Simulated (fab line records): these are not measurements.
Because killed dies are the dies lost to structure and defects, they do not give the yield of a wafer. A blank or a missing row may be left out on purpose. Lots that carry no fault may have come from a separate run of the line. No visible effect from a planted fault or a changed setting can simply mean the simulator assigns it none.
fab line records + flow nand_harc + part 2 of 2: steps 30 to 41 of 41
[record]
- lots = 5
- wafers = 15
- last_day = 34
route steps=1302 shown HYBRID_BOND@1240 THIN_TSV@1244
lots that met no fault: from a run of the same line without faults
start_h: the number of hours between the record's first day and the start of the first shown wafer of the lot + wait_h: hours elapsed since this lot's preceding step + " as in the row above + L1.1+2: several wafers, shown together as one row + - no value, or no start given + * or withheld: withheld + < > ~ a bound
route shown NAME@n: a module of which the file shows steps, and the number in the route of the first + usual: mean/standard deviation taken from wafers without a fault + same: alike in all rows + chamber/n: place in a boat + sites: per-site readings + _std_site: the standard deviation of these + _edge_site: inner sites' mean taken away from outer sites' mean + radius_mm: for every site, how far away it sits from the centre of the wafer + mask NAME#n: copy n + behind: the last tool/chamber to shape the wafer + hold: the reason the lot was held/the length of the hold in hours/how it ended + device: the transistor (n, p or np) that didn't switch + end of line: tests run on the same wafers once the route is complete + where a step has no rows: the recipe by itself + killed: the dies lost at the first sort to structure and to defects; this is not the yield of the wafer + map: a wafer's dies, marking killed ones x, the rest . and places with no die _
set.NAME: setting as actually run; set.NAME@STEP: the setting as run at that earlier step + model.NAME: the simulator's own value behind a step, which no gauge read
lots at some steps of the route; a table a step, a row a wafer
services: when a tool's chamber went out of use (start_h, in hours from the record's first day, below 0 if earlier), for how many hours, and the reason
[[steps]]
[step NHARC_THIN_TSV_STRIP_62]
[recipe]
- power_w = 1500
- temp_c = 250
- time_s = 20
- chemistry = N2/H2
[usual]
- drypump_motor_current_A = 5.7/0.41
- heater_power_w = 365/27
| lot.wafer | tool            | chamber | start_h | wait_h | drypump_motor_current_A | heater_power_w | rf_hours_counter_h |
|-----------|-----------------|---------|---------|--------|-------------------------|----------------|--------------------|
| L090.3    | plasma_asher-02 | 1       | 714.40  | -      | 5.9                     | 384            | -                  |
| L090.4    | "               | 0       | "       | "      | 6.0                     | 358            | -                  |
| L090.6    | "               | 0       | "       | "      | 6.0                     | 356            | -                  |
| L092.2    | plasma_asher-01 | 0       | 736.04  | -      | 6.0                     | 322            | 7                  |
| L092.6    | "               | 1       | "       | "      | 5.1                     | 386            | -                  |
| L092.5    | "               | 0       | "       | "      | 6.0                     | 321            | -                  |
| L091.1    | plasma_asher-01 | 0       | 737.25  | -      | 6.0                     | 323            | 7                  |
| L091.4    | "               | 0       | "       | "      | 6.0                     | 322            | -                  |
| L091.6    | "               | 0       | "       | "      | 6.0                     | 315            | -                  |
| L095.2    | plasma_asher-02 | 1       | 758.99  | -      | 5.9                     | 381            | 30                 |
| L095.3    | "               | 1       | "       | "      | 5.9                     | 387            | -                  |
| L095.6    | "               | 0       | "       | "      | 6.0                     | 361            | -                  |
| L097.2    | plasma_asher-01 | 0       | 797.83  | -      | 6.0                     | 326            | 21                 |
| L097.1    | "               | 1       | "       | "      | 5.1                     | 388            | 21                 |
| L097.4    | "               | 1       | "       | "      | 5.1                     | 396            | -                  |
[step NHARC_THIN_TSV_DEGAS_49]
[recipe]
- temp_c = 300
- time_s = 120
[usual]
- heater_power_w = 465/52
| lot.wafer | tool           | chamber | start_h | wait_h | heater_power_w |
|-----------|----------------|---------|---------|--------|----------------|
| L090.4    | pvd_sputter-03 | -       | 714.54  | 0.1    | 546            |
| L090.3    | "              | -       | "       | "      | 430            |
| L090.6    | "              | -       | "       | "      | 543            |
| L092.2    | pvd_sputter-01 | -       | 736.19  | 0.1    | 522            |
| L092.5    | "              | -       | "       | "      | 512            |
| L092.6    | "              | -       | "       | "      | 340            |
| L091.4    | pvd_sputter-03 | -       | 737.41  | 0.1    | 541            |
| L091.1    | "              | -       | "       | "      | 515            |
| L091.6    | "              | -       | "       | "      | 448            |
| L095.2    | pvd_sputter-03 | -       | 759.18  | 0.2    | 498            |
| L095.3    | "              | -       | "       | "      | 415            |
| L095.6    | "              | -       | "       | "      | 447            |
| L097.1    | pvd_sputter-02 | -       | 798.00  | 0.1    | 410            |
| L097.2    | "              | -       | "       | "      | 486            |
| L097.4    | "              | -       | "       | "      | 474            |
[step NHARC_THIN_TSV_PRE_CLEAN_50]
[recipe]
- time_s = 30
- temp_c = 280
- gas = H2/He
[usual]
- heater_power_w = 408/46
| lot.wafer | tool           | chamber | start_h | wait_h | heater_power_w |
|-----------|----------------|---------|---------|--------|----------------|
| L090.3    | pvd_sputter-03 | -       | -       | -      | 462            |
| L090.4    | "              | -       | "       | "      | 388            |
| L090.6    | "              | -       | "       | "      | 468            |
| L092.2    | pvd_sputter-01 | -       | -       | -      | 308            |
| L092.6    | "              | -       | "       | "      | 459            |
| L092.5    | "              | -       | "       | "      | 299            |
| L091.4    | pvd_sputter-03 | -       | -       | -      | 480            |
| L091.1    | "              | -       | "       | "      | 464            |
| L091.6    | "              | -       | "       | "      | 481            |
| L095.2    | pvd_sputter-03 | -       | -       | -      | 458            |
| L095.3    | "              | -       | "       | "      | 400            |
| L095.6    | "              | -       | "       | "      | 452            |
| L097.2    | pvd_sputter-02 | -       | -       | -      | 376            |
| L097.1    | "              | -       | "       | "      | 431            |
| L097.4    | "              | -       | "       | "      | 417            |
[step NHARC_THIN_TSV_PVD_19]
[recipe]
- target_thk_a = 200
- chamber_pressure_pa = 5
- material = TaN
[usual]
- throttle_valve_pct = 30.4/1.2
| lot.wafer | tool           | chamber | start_h | wait_h | throttle_valve_pct |
|-----------|----------------|---------|---------|--------|--------------------|
| L090.4    | pvd_sputter-03 | -       | -       | -      | 29.9               |
| L090.3    | "              | -       | "       | "      | 30.3               |
| L090.6    | "              | -       | "       | "      | 28.0               |
| L092.2    | pvd_sputter-01 | -       | -       | -      | 31.8               |
| L092.5    | "              | -       | "       | "      | 30.1               |
| L092.6    | "              | -       | "       | "      | 30.3               |
| L091.1    | pvd_sputter-03 | -       | -       | -      | 29.8               |
| L091.4    | "              | -       | "       | "      | 28.1               |
| L091.6    | "              | -       | "       | "      | 30.3               |
| L095.3    | pvd_sputter-03 | -       | -       | -      | 30.3               |
| L095.2    | "              | -       | "       | "      | 29.9               |
| L095.6    | "              | -       | "       | "      | 30.1               |
| L097.4    | pvd_sputter-02 | -       | -       | -      | 29.1               |
| L097.1    | "              | -       | "       | "      | 32.4               |
| L097.2    | "              | -       | "       | "      | 31.9               |
[step NHARC_THIN_TSV_PVD_51]
[recipe]
- target_thk_a = 1000
- chamber_pressure_pa = 5
- material = Cu
[usual]
- throttle_valve_pct = 30.4/1.2
| lot.wafer | tool           | chamber | start_h | wait_h | throttle_valve_pct |
|-----------|----------------|---------|---------|--------|--------------------|
| L090.4    | pvd_sputter-03 | -       | -       | -      | 28.1               |
| L090.3    | "              | -       | "       | "      | 30.8               |
| L090.6    | "              | -       | "       | "      | 28.2               |
| L092.2    | pvd_sputter-01 | -       | -       | -      | 30.8               |
| L092.6    | "              | -       | "       | "      | 30.9               |
| L092.5    | "              | -       | "       | "      | 31.7               |
| L091.1    | pvd_sputter-03 | -       | -       | -      | 30.7               |
| L091.4    | "              | -       | "       | "      | 29.7               |
| L091.6    | "              | -       | "       | "      | 30.4               |
| L095.3    | pvd_sputter-03 | -       | -       | -      | 29.7               |
| L095.2    | "              | -       | "       | "      | 27.9               |
| L095.6    | "              | -       | "       | "      | 30.0               |
| L097.2    | pvd_sputter-02 | -       | -       | -      | 31.9               |
| L097.1    | "              | -       | "       | "      | 31.8               |
| L097.4    | "              | -       | "       | "      | 28.8               |
[step NHARC_THIN_TSV_ECD_20]
[recipe]
- target_thk_a = 20000
- material = Cu
| lot.wafer  | tool      | chamber | start_h | wait_h |
|------------|-----------|---------|---------|--------|
| L090.4+3+6 | ecd_cu-02 | 0,1,1   | 715.18  | -      |
| L092.2+5+6 | ecd_cu-02 | 0,0,1   | 736.66  | -      |
| L091.1+4+6 | ecd_cu-01 | 1,0,1   | 737.85  | -      |
| L095.2+3+6 | ecd_cu-02 | 0       | 759.73  | -      |
| L097.2+1+4 | ecd_cu-02 | 0,1,0   | 798.45  | -      |
[step NHARC_THIN_TSV_ANNEAL_52]
[recipe]
- temp_c = 225
- time_s = 90
[usual]
- wafer_temp_C_max = 226.4/0.44
| lot.wafer | tool          | chamber | start_h | wait_h | wafer_temp_C_max |
|-----------|---------------|---------|---------|--------|------------------|
| L090.3    | rtp_anneal-02 | 0       | 715.81  | 0.4    | 227.2            |
| L090.4    | "             | 0       | "       | "      | 226.6            |
| L090.6    | "             | 0       | "       | "      | 226.6            |
| L092.2    | rtp_anneal-01 | 0       | 737.43  | 0.7    | 225.6            |
| L092.5    | "             | 0       | "       | "      | 225.8            |
| L092.6    | "             | 0       | "       | "      | 226.0            |
| L091.1    | rtp_anneal-01 | 0       | 738.62  | 0.7    | 226.3            |
| L091.4    | "             | 0       | "       | "      | 226.3            |
| L091.6    | "             | 0       | "       | "      | 226.4            |
| L095.2    | rtp_anneal-01 | 0       | 760.44  | 0.6    | 226.0            |
| L095.3    | "             | 0       | "       | "      | 226.8            |
| L095.6    | "             | 0       | "       | "      | 226.0            |
| L097.1    | rtp_anneal-02 | 0       | 799.17  | 0.5    | 226.7            |
| L097.2    | "             | 0       | "       | "      | 227.4            |
| L097.4    | "             | 0       | "       | "      | 226.7            |
[step NHARC_THIN_TSV_CMP_21]
[recipe]
- t_overpolish_s = 30
- target_thk_nm = 2000
[usual]
- motor_current_A = 11.7/0.78
- overpolish_run_s = 29.999/0.0087
| lot.wafer | tool   | chamber | start_h | wait_h | motor_current_A | overpolish_run_s |
|-----------|--------|---------|---------|--------|-----------------|------------------|
| L090.3    | cmp-02 | 1       | 716.12  | -      | 11.2            | 29.996           |
| L090.4    | "      | 3       | "       | "      | 11.0            | 29.994           |
| L090.6    | "      | 2       | "       | "      | 11.7            | 30.008           |
| L092.2    | cmp-02 | 0       | 737.77  | -      | 13.3            | 29.994           |
| L092.5    | "      | 2       | "       | "      | 12.2            | 29.993           |
| L092.6    | "      | 3       | "       | "      | 10.9            | 29.988           |
| L091.1    | cmp-04 | 3       | 738.97  | -      | 11.4            | 29.987           |
| L091.4    | "      | 2       | "       | "      | 13.8            | 30.001           |
| L091.6    | "      | 3       | "       | "      | 12.1            | 30.001           |
| L095.3    | cmp-03 | 3       | 760.76  | -      | 11.2            | 30.003           |
| L095.2    | "      | 0       | "       | "      | 11.1            | 29.995           |
| L095.6    | "      | 3       | "       | "      | 11.5            | 29.995           |
| L097.4    | cmp-02 | 2       | 799.52  | -      | 12.5            | 29.992           |
| L097.2    | "      | 3       | "       | "      | 11.2            | 29.998           |
| L097.1    | "      | 0       | "       | "      | 13.0            | 29.998           |
[step NHARC_THIN_TSV_SRD_23]
| lot.wafer  | tool         | chamber | start_h | wait_h |
|------------|--------------|---------|---------|--------|
| L090.3+4+6 | wet_bench-08 | 7,3,4   | 716.48  | 0.0    |
| L092.5+2+6 | wet_bench-08 | 3,5,7   | 738.08  | 0.0    |
| L091.1+6+4 | wet_bench-08 | 7,3,4   | 739.33  | 0.0    |
| L095.6+2+3 | wet_bench-10 | 4,6,0   | 761.09  | 0.0    |
| L097.2+4+1 | wet_bench-10 | 4,5,1   | 799.88  | 0.0    |
[step NHARC_THIN_TSV_DEGAS_53]
[recipe]
- temp_c = 300
- time_s = 60
[usual]
- heater_power_w = 464/58
| lot.wafer | tool           | chamber | start_h | wait_h | heater_power_w |
|-----------|----------------|---------|---------|--------|----------------|
| L090.3    | pvd_sputter-02 | -       | 716.57  | 0.1    | 406            |
| L090.4    | "              | -       | "       | "      | 481            |
| L090.6    | "              | -       | "       | "      | 495            |
| L092.2    | pvd_sputter-03 | -       | 738.17  | 0.1    | 516            |
| L092.6    | "              | -       | "       | "      | 512            |
| L092.5    | "              | -       | "       | "      | 409            |
| L091.1    | pvd_sputter-01 | -       | 739.43  | 0.1    | 340            |
| L091.4    | "              | -       | "       | "      | 427            |
| L091.6    | "              | -       | "       | "      | 537            |
| L095.3    | pvd_sputter-02 | -       | 761.19  | 0.1    | 464            |
| L095.2    | "              | -       | "       | "      | 405            |
| L095.6    | "              | -       | "       | "      | 465            |
| L097.1    | pvd_sputter-01 | -       | 799.98  | 0.1    | 432            |
| L097.2    | "              | -       | "       | "      | 449            |
| L097.4    | "              | -       | "       | "      | 550            |
[step NHARC_THIN_TSV_PRE_CLEAN_54]
[recipe]
- time_s = 30
- temp_c = 280
- gas = H2/He
[usual]
- heater_power_w = 405/50
| lot.wafer | tool           | chamber | start_h | wait_h | heater_power_w |
|-----------|----------------|---------|---------|--------|----------------|
| L090.4    | pvd_sputter-02 | -       | 716.65  | 0.1    | 409            |
| L090.3    | "              | -       | "       | "      | 437            |
| L090.6    | "              | -       | "       | "      | 412            |
| L092.2    | pvd_sputter-03 | -       | 738.24  | 0.1    | 354            |
| L092.5    | "              | -       | "       | "      | 365            |
| L092.6    | "              | -       | "       | "      | 400            |
| L091.1    | pvd_sputter-01 | -       | 739.52  | 0.1    | 472            |
| L091.4    | "              | -       | "       | "      | 307            |
| L091.6    | "              | -       | "       | "      | 421            |
| L095.2    | pvd_sputter-02 | -       | 761.26  | 0.1    | 425            |
| L095.3    | "              | -       | "       | "      | 429            |
| L095.6    | "              | -       | "       | "      | 425            |
| L097.1    | pvd_sputter-01 | -       | 800.06  | 0.1    | 415            |
| L097.4    | "              | -       | "       | "      | 488            |
| L097.2    | "              | -       | "       | "      | 307            |
[step NHARC_THIN_TSV_PVD_55]
[recipe]
- target_thk_a = 500
- material = TiN
| lot.wafer  | tool           | chamber | start_h | wait_h |
|------------|----------------|---------|---------|--------|
| L090.4+3+6 | pvd_sputter-02 | -       | 716.75  | 0.1    |
| L092.2+5+6 | pvd_sputter-03 | -       | 738.39  | 0.1    |
| L091.4+1+6 | pvd_sputter-01 | -       | 739.57  | 0.0    |
| L095.3+2+6 | pvd_sputter-02 | -       | 761.36  | 0.1    |
| L097.4+2+1 | pvd_sputter-01 | -       | 800.12  | 0.0    |
[[services]]
| tool            | chamber | start_h | hours | kind   |
|-----------------|---------|---------|-------|--------|
| ecd_cu-02       | -       | 681.47  | 1.0   | repair |
| pecvd-04        | -       | 684.28  | 0.5   | repair |
| cmp-03          | -       | 693.88  | 1.5   | repair |
| rie_diel-13     | -       | 696.00  | 9.0   | pm     |
| plasma_asher-01 | -       | 696.23  | 9.0   | pm     |
| ecd_cu-02       | -       | 697.27  | 2.3   | repair |
| pvd_sputter-03  | -       | 704.44  | 10.0  | pm     |
| grinder-01      | -       | 705.64  | 0.9   | repair |
| cmp-03          | -       | 707.60  | 0.4   | repair |
| cmp-02          | -       | 722.50  | 4.0   | pm     |
| rie_diel-09     | 1       | 729.68  | 8.3   | repair |
| grinder-01      | -       | 736.00  | 8.0   | pm     |
| wafer_bonder-01 | -       | 736.00  | 8.0   | pm     |
| cmp-03          | -       | 736.25  | 1.7   | repair |
| ecd_cu-02       | -       | 745.75  | 0.4   | repair |
| wafer_bonder-01 | -       | 746.54  | 4.3   | repair |
| litho_track-02  | -       | 752.00  | 7.0   | pm     |
| rie_si-03       | -       | 752.00  | 9.0   | pm     |
| pvd_sputter-01  | -       | 760.07  | 10.0  | pm     |
| pvd_sputter-03  | -       | 762.56  | 12.1  | repair |
| ecd_cu-02       | -       | 774.98  | 8.0   | pm     |
| litho_track-07  | -       | 776.00  | 7.0   | pm     |
| ecd_cu-02       | -       | 791.91  | 0.5   | repair |
| cmp-02          | -       | 798.58  | 0.5   | repair |
